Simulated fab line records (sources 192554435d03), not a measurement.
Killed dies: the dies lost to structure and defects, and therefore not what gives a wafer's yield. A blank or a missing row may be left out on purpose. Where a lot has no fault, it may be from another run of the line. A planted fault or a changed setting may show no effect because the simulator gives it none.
A lot that was struck, set against a sound lot :: flow n5Finfet :: 38 steps out of a route of 1938
Sound: wafers L612.1, L612.2, L612.3. Struck: wafers L606.3, L606.4 (left out: L606.1, a lot-mate that was not struck); the cause follows at the end.
Per side, at each step with rows, come the tool, then ch with its chambers, and then its first start. Under that, the readings that differ: sound wafers :: struck wafers :: difference of the means :: sigmas: that difference in standard deviations of wafers without a fault.
alike: readings with means less than 2 such deviations apart, plus words and numbers identical on both sides. not compared: withheld readings, readings lacking a value on some wafer, bounds such as >300 that could conceal the same value, and numbers that have no deviation in the record and whose values overlap.
Wherever a step has rows on one side only, a row that says differs or no value, or a row with sigmas, the two part there. Numbers that don't overlap but have no deviation are shown without sigmas and don't part them. A reading missing from all wafers of one side parts the sides only when that side holds two or more wafers.

first, 9 steps without rows for these wafers: N5_BEOL_M4_ANNEAL_95 (time 240 s); N5_BEOL_M4_SPUTTER_96 (material Cu, target thk 4.5 nm, time 8.29 s); N5_BEOL_M4_ECD_50 (material Cu, target thk 300 nm); N5_BEOL_M4_ANNEAL_51 (time 90 s); N5_BEOL_M4_CMP_52 (polishes, stops on SiOC, t overpolish 6.8 s, target thk 40 nm); N5_BEOL_M4_PRE_CLEAN_60 (time 15 s); N5_BEOL_M4_CO_CAP_55 (material Co, precursor CCTBA/H2, target thk 2 nm, time 102.1 s); N5_BEOL_M4_PRE_CLEAN_56 (time 15 s); N5_BEOL_M4_DEP_57 (deposits SiCN from 3MS/NH3, target thk 8 nm, time 14 s).
N5_BEOL_M4_RC_MEAS_101:
  sound on prober-02 ch 0, day 11 20:56; struck on prober-01 ch 0, day 10 16:04
reading: IOFF_P (nA/um)
sound: 0.22 0.27 0.24
struck: 0.16 0.17
difference: -0.08
sigmas: -2

reading: ION_P (uA/um)
sound: 459 461 473
struck: 442 451
difference: -18
sigmas: -2

reading: VT_P (mV)
sound: -249 -247 -245
struck: -257 -255
difference: -9
sigmas: -2
  alike: DIBL_N, DIBL_P, IOFF_N, ION_N, SS_N, SS_P, VT_N
then, 24 steps without rows for these wafers: N5_BEOL_M5_ILD_DEP_00 (deposits SiCOH lowk from DEMS/porogen, target thk 140.64 nm, time 25.9 s); N5_BEOL_M5_CURE_79 (cures SiCOH lowk, time 240 s); N5_BEOL_M5_PECVD_70 (deposits SiO2 from TEOS/O2, target thk 16 nm, time 18 s); N5_BEOL_M5_HM_DEP_02 (deposits TiN, target thk 20 nm); N5_BEOL_M5_COAT_59 (time 60 s, resist thk 60 nm); N5_BEOL_M5_COAT_60 (time 60 s, resist thk 12 nm); N5_BEOL_M5_COAT_71 (time 60 s, resist thk 5 nm); N5_BEOL_M5_COAT_05 (resist thk 30 nm); N5_BEOL_M5_EBR_07; N5_BEOL_M5_SOFTBAKE_06 (time 60 s); N5_BEOL_M5_EXPOSE_08 (exposes mask M5, target cd 28 nm); N5_BEOL_M5_PEB_09 (peb time 60 s); N5_BEOL_M5_DEVELOP_10 (develop time 30 s); N5_BEOL_M5_DESCUM_16 (chemistry O2, time 7 s); N5_BEOL_M5_ETCH_72 (etches underlayer in N2/H2, target depth 6.5 nm, time 5.2 s); N5_BEOL_M5_ETCH_61 (etches SiARC in CF4, target depth 15.6 nm, time 26 s); N5_BEOL_M5_ETCH_62 (etches SOC in N2/H2, target depth 75 nm, overetch 15 nm, time 112.5 s); N5_BEOL_M5_STRIP_63 (strips in N2/H2); N5_BEOL_M5_STRIP_73 (strips in N2/H2); N5_BEOL_M5_STRIP_64 (strips in CF4); N5_BEOL_M5_HM_OPEN_17 (chemistry Cl2/BCl3, target TiN, target depth 20 nm, overetch 6 nm); N5_BEOL_M5_STRIP_19 (strips in O2); N5_BEOL_M5_COAT_65 (time 60 s, resist thk 60 nm); N5_BEOL_M5_COAT_66 (time 60 s, resist thk 12 nm).
-- a jump in the record: the struck wafers' starts before and after are 2 days apart (it breaks off in module BEOL_M5 and resumes in module BEOL_M11, where the first step shown is number 1536 of the route) --
N5_BEOL_M11_ILD_DEP_00: deposits SiCOH lowk from DEMS/porogen, target thk 308.51 nm, time 58 s.
  sound on pecvd-02 ch 0,1,2, day 14 00:14; struck on pecvd-01 ch 1,2, day 12 22:28
reading: runLengthS (s)
sound: 100.6 100.6 101.3
struck: 143.6 141.3
difference: +41.6
sigmas: +65

reading: model.SiCOH_lowk_of_BEOL_M11_ILD_DEP_00.thkNm (nm)
sound: 302.2 305.2 310
struck: 514.6 524.2
difference: +213.6
sigmas: 
  alike: heaterPowerOuterW, heaterPowerW, showerheadPlenumPTorr, throttleValvePct
N5_BEOL_M11_THK_MEAS_01:
  sound on filmMetro-02, day 14 00:50; struck on filmMetro-02, day 12 23:04
reading: M11_ILD_THK (nm)
sound: 262 265 269
struck: 452 461
difference: +191
sigmas: +53
N5_BEOL_M11_CMP_52: polishes, stops on SiCOH lowk, t overpolish 7 s, target thk 140 nm.
  sound on cmp-02 ch 0,2,3, day 14 09:26; struck on cmp-02 ch 0,3, day 13 06:55
reading: model.SiCOH_lowk_of_BEOL_M11_ILD_DEP_00.thkNm (nm)
sound: 259.4 262.2 266.4
struck: 449 457.8
difference: +191
sigmas: 
  alike: motorCurrentA, slurryFlowMlMin
N5_PASSIVATION_PROBE_49:
  record: rows for the struck wafers here (prober-02, day 15 05:25), none for the sound ones

WHERE THEY PART
At N5_BEOL_M4_RC_MEAS_101 first; at N5_PASSIVATION_PROBE_49 last (within this record only).

WHY: the cause the simulator had injected
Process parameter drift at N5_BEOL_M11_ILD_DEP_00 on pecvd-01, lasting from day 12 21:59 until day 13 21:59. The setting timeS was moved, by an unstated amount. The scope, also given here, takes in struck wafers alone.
